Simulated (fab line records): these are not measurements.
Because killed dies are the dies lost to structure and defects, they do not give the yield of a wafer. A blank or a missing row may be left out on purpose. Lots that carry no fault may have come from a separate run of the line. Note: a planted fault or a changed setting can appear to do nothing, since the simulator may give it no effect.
What tool caused it? | flow n5 finfet | 11 lots, 33 wafers sampled, at 3 steps of a route of 1938

== WHAT EACH GAUGE READ, for each wafer ==
N5_BEOL_M12_OVL_MEAS_11.
lot  | measured     | on         | V11_OVL (nm)
L380 | day 12 06:31 | overlay-01 | -12 -10 -6
L383 | day 13 00:47 | overlay-01 | 1 -4 -1
L384 | day 13 03:31 | overlay-02 | -10 2 -2
L385 | day 13 04:07 | overlay-01 | 0 0 0
L382 | day 13 04:20 | overlay-01 | -5 0 -6
L388 | day 13 11:08 | overlay-01 | -3 3 -8
L393 | day 15 20:37 | overlay-02 | -8 -6 -7
L400 | day 17 16:50 | overlay-01 | -6 0 2
L399 | day 18 07:20 | overlay-01 | -3 -6 4
L398 | day 18 08:00 | overlay-02 | 0 -3 -4
L402 | day 19 05:48 | overlay-01 | -4 -4 -6

== TOOL THAT RAN EACH LOT (tool first, then ch and the chambers of the sampled wafers, then the start) ==
lot  | N5_BEOL_M11_ETCH_41                           | N5_BEOL_M11_PRE_CLEAN_45
L380 | rie diel-04 ch 1,3, day 12 04:24 or earlier   | pvd sputter-02, day 12 04:24
L383 | rie diel-01 ch 0,1,3, day 12 22:40 or earlier | pvd sputter-01, day 12 22:40
L384 | rie diel-04 ch 0,2, day 12 23:43 or earlier   | pvd sputter-01, day 12 23:43
L385 | rie diel-01 ch 0,1,3, day 13 02:01 or earlier | pvd sputter-01, day 13 02:01
L382 | rie diel-02 ch 0,1,2, day 13 02:06 or earlier | pvd sputter-01, day 13 02:06
L388 | rie diel-02 ch 1,3, day 13 08:58 or earlier   | pvd sputter-01, day 13 08:58
L393 | rie diel-04 ch 0,1,3, day 15 16:07 or earlier | pvd sputter-03, day 15 16:07
L400 | rie diel-02 ch 0,1,2, day 17 14:43 or earlier | pvd sputter-02, day 17 14:43
L399 | rie diel-04 ch 0,2, day 18 03:17 or earlier   | pvd sputter-02, day 18 03:17
L398 | rie diel-04 ch 0,1,2, day 18 05:44 or earlier | pvd sputter-02, day 18 05:44
L402 | rie diel-04 ch 0,1,3, day 19 01:41 or earlier | pvd sputter-02, day 19 01:41
- N5_BEOL_M11_ETCH_41: etches SiCN in CH3F/O2, target depth 42.6 nm, time 86 s.
- N5_BEOL_M11_PRE_CLEAN_45: time 30 s.

== WHAT THE TOOLS THEMSELVES READ (means of the sampled wafers that have a number; where no wafer has one, the mark that the record gives instead) ==
N5_BEOL_M11_ETCH_41.
lot  | tool        | bias w (W) | drypump motor current A (A) | oes product au (a.u.) | rf vpp V (V) | showerhead plenum p Torr (Torr) | throttle valve pct (%)
L380 | rie diel-04 | 75.05      | 5.8                         | 0.81                  | 297.2        | 2.04                            | 16.17
L383 | rie diel-01 | 75.12      | 5.3                         | 0.80                  | 299.1        | 2.06                            | 16.20
L384 | rie diel-04 | 74.86      | 5.9                         | 0.85                  | 298.3        | 2.02                            | 16.33
L385 | rie diel-01 | 75.04      | 5.3                         | 0.81                  | 299.7        | 2.06                            | 16.21
L382 | rie diel-02 | 75.20      | 5.0                         | 0.73                  | 298.6        | 2.08                            | 16.48
L388 | rie diel-02 | 75.02      | 5.2                         | 0.75                  | 299.1        | 2.09                            | 16.18
L393 | rie diel-04 | 75.05      | 5.9                         | 0.84                  | 298.3        | 2.05                            | 16.21
L400 | rie diel-02 | 75.07      | 5.0                         | 0.81                  | 298.1        | 2.07                            | 16.37
L399 | rie diel-04 | 74.97      | 5.9                         | 0.88                  | 297.4        | 2.01                            | 16.23
L398 | rie diel-04 | 75.28      | 5.9                         | 0.89                  | 297.2        | 2.04                            | 16.17
L402 | rie diel-04 | 74.93      | 6.0                         | 0.80                  | 298.2        | 2.04                            | 16.27

N5_BEOL_M11_PRE_CLEAN_45.
lot  | tool           | heater power w (W)
L380 | pvd sputter-02 | 327
L383 | pvd sputter-01 | 302
L384 | pvd sputter-01 | 322
L385 | pvd sputter-01 | 320
L382 | pvd sputter-01 | 332
L388 | pvd sputter-01 | 317
L393 | pvd sputter-03 | 292
L400 | pvd sputter-02 | 319
L399 | pvd sputter-02 | 319
L398 | pvd sputter-02 | 311
L402 | pvd sputter-02 | 318

== THE ANSWER, worked out from the rows above alone ==
Rule: usual is defined by the lots themselves. The widest of any qualifying gaps counts: lots, ordered by their means at a reading, are off when they make up no more than a third of the lots, leave a main group of 4 or more, and stand apart from it by 3 or more times the standard deviation of that group's means. The tables above print the reading to a certain number of digits; a main group whose means all agree to those digits is not used. Also off: a lot with no number at a reading for which 4 or more lots have one. All remaining lots with rows at the step are treated as sound. First the gauges in route order, then the tools' own readings, where a lot's mean is used as printed above. The first step at which some lot is off is used, and at that step the reading that is off furthest; a lot without a number counts as furthest.
None of the lots is off at any reading shown; this tells nothing.

== WHAT HAD BEEN PUT IN BY THE SIMULATOR ==
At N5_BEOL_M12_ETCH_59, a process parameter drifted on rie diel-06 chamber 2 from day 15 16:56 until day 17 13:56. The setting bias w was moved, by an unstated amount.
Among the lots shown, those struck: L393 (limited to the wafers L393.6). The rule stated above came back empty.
